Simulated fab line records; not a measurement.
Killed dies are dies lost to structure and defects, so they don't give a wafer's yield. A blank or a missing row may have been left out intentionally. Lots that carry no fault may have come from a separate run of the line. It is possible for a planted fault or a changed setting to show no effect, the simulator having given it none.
Matching of chambers / flow nand_harc / NHARC_A_STAIRCASE_ETCH_253 on rie_diel-08: 4 sister chambers
The step etches the open film in C4F8/O2, target depth 50 nm, time 20.2 s. 24 wafers are shown with their chamber, then 12 later ones without.

WAFERS WITH THEIR CHAMBER
wafer=L075.1; chamber=3; rf_vpp_V (V)=892; oes_product_au (a.u.)=0.914; bias_w (W)=1005
wafer=L075.2; chamber=2; rf_vpp_V (V)=890; oes_product_au (a.u.)=0.915; bias_w (W)=998
wafer=L075.4; chamber=0; rf_vpp_V (V)=901; oes_product_au (a.u.)=0.922; bias_w (W)=1009
wafer=L078.1; chamber=1; rf_vpp_V (V)=899; oes_product_au (a.u.)=0.959; bias_w (W)=1003
wafer=L078.2; chamber=2; rf_vpp_V (V)=891; oes_product_au (a.u.)=0.955; bias_w (W)=999
wafer=L078.6; chamber=1; rf_vpp_V (V)=900; oes_product_au (a.u.)=0.959; bias_w (W)=996
wafer=L084.1; chamber=3; rf_vpp_V (V)=893; oes_product_au (a.u.)=0.943; bias_w (W)=999
wafer=L084.4; chamber=0; rf_vpp_V (V)=900; oes_product_au (a.u.)=0.961; bias_w (W)=999
wafer=L084.6; chamber=3; rf_vpp_V (V)=893; oes_product_au (a.u.)=0.947; bias_w (W)=999
wafer=L086.2; chamber=3; rf_vpp_V (V)=893; oes_product_au (a.u.)=0.924; bias_w (W)=1002
wafer=L086.5; chamber=3; rf_vpp_V (V)=893; oes_product_au (a.u.)=0.934; bias_w (W)=997
wafer=L086.6; chamber=2; rf_vpp_V (V)=890; oes_product_au (a.u.)=0.931; bias_w (W)=1001
wafer=L085.2; chamber=0; rf_vpp_V (V)=900; oes_product_au (a.u.)=0.945; bias_w (W)=997
wafer=L085.4; chamber=2; rf_vpp_V (V)=891; oes_product_au (a.u.)=0.953; bias_w (W)=999
wafer=L085.6; chamber=1; rf_vpp_V (V)=899; oes_product_au (a.u.)=0.936; bias_w (W)=1004
wafer=L089.3; chamber=0; rf_vpp_V (V)=901; oes_product_au (a.u.)=0.981; bias_w (W)=999
wafer=L089.4; chamber=2; rf_vpp_V (V)=890; oes_product_au (a.u.)=0.965; bias_w (W)=998
wafer=L089.6; chamber=3; rf_vpp_V (V)=892; oes_product_au (a.u.)=0.979; bias_w (W)=1005
wafer=L090.1; chamber=0; rf_vpp_V (V)=901; oes_product_au (a.u.)=0.952; bias_w (W)=1001
wafer=L090.5; chamber=0; rf_vpp_V (V)=902; oes_product_au (a.u.)=0.957; bias_w (W)=999
wafer=L090.6; chamber=1; rf_vpp_V (V)=898; oes_product_au (a.u.)=0.955; bias_w (W)=1003
wafer=L091.1; chamber=3; rf_vpp_V (V)=892; oes_product_au (a.u.)=0.949; bias_w (W)=994
wafer=L091.3; chamber=2; rf_vpp_V (V)=891; oes_product_au (a.u.)=0.949; bias_w (W)=1001
wafer=L091.6; chamber=2; rf_vpp_V (V)=890; oes_product_au (a.u.)=0.940; bias_w (W)=1002

SIGNATURES (averages over the wafers above)
reading=rf_vpp_V; chamber 0=900.83; chamber 1=899.00; chamber 2=890.43; chamber 3=892.57; scatter within a chamber=0.643
reading=oes_product_au; chamber 0=0.95300; chamber 1=0.95225; chamber 2=0.94400; chamber 3=0.94143; scatter within a chamber=0.0181
reading=bias_w; chamber 0=1000.67; chamber 1=1001.50; chamber 2=999.71; chamber 3=1000.14; scatter within a chamber=3.53
Rule: a wafer lies at a distance from a chamber equal to the root of the sum of squares, over the readings, of (its reading less the chamber's mean, divided by the reading's scatter). If the next closest chamber is less than 2 further off than the closest, the wafer can't be placed; otherwise it belongs to the closest. The scatter: take each reading less its chamber's mean, square it, sum over the shown wafers, divide by the number of wafers less the number of chambers, and take the root.

WAFERS MISSING THEIR CHAMBER
wafer=L088.3; rf_vpp_V (V)=899; oes_product_au (a.u.)=0.970; bias_w (W)=1008
wafer=L088.4; rf_vpp_V (V)=900; oes_product_au (a.u.)=0.976; bias_w (W)=1000
wafer=L088.5; rf_vpp_V (V)=892; oes_product_au (a.u.)=0.968; bias_w (W)=1003
wafer=L095.1; rf_vpp_V (V)=899; oes_product_au (a.u.)=0.966; bias_w (W)=1001
wafer=L095.5; rf_vpp_V (V)=898; oes_product_au (a.u.)=0.973; bias_w (W)=999
wafer=L095.6; rf_vpp_V (V)=900; oes_product_au (a.u.)=0.975; bias_w (W)=1002
wafer=L093.1; rf_vpp_V (V)=899; oes_product_au (a.u.)=0.954; bias_w (W)=996
wafer=L093.2; rf_vpp_V (V)=892; oes_product_au (a.u.)=0.948; bias_w (W)=1001
wafer=L093.4; rf_vpp_V (V)=889; oes_product_au (a.u.)=0.940; bias_w (W)=999
wafer=L097.3; rf_vpp_V (V)=891; oes_product_au (a.u.)=0.953; bias_w (W)=999
wafer=L097.5; rf_vpp_V (V)=890; oes_product_au (a.u.)=0.948; bias_w (W)=1002
wafer=L097.6; rf_vpp_V (V)=893; oes_product_au (a.u.)=0.971; bias_w (W)=1001

EACH ONE'S CHAMBER
wafer=L088.3; from the rows above=can't be placed: 1 or 0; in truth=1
wafer=L088.4; from the rows above=can't be placed: 0 or 1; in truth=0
wafer=L088.5; from the rows above=can't be placed: 3 or 2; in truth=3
wafer=L095.1; from the rows above=1; in truth=1
wafer=L095.5; from the rows above=1; in truth=1
wafer=L095.6; from the rows above=can't be placed: 0 or 1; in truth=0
wafer=L093.1; from the rows above=can't be placed: 1 or 0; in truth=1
wafer=L093.2; from the rows above=can't be placed: 3 or 2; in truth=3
wafer=L093.4; from the rows above=2; in truth=2
wafer=L097.3; from the rows above=can't be placed: 2 or 3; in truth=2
wafer=L097.5; from the rows above=2; in truth=2
wafer=L097.6; from the rows above=3; in truth=3
Correctly placed: 5 of 12. Can't be placed from these rows: 7 (the true chamber is among the candidates in 7). Wrongly placed: 0.
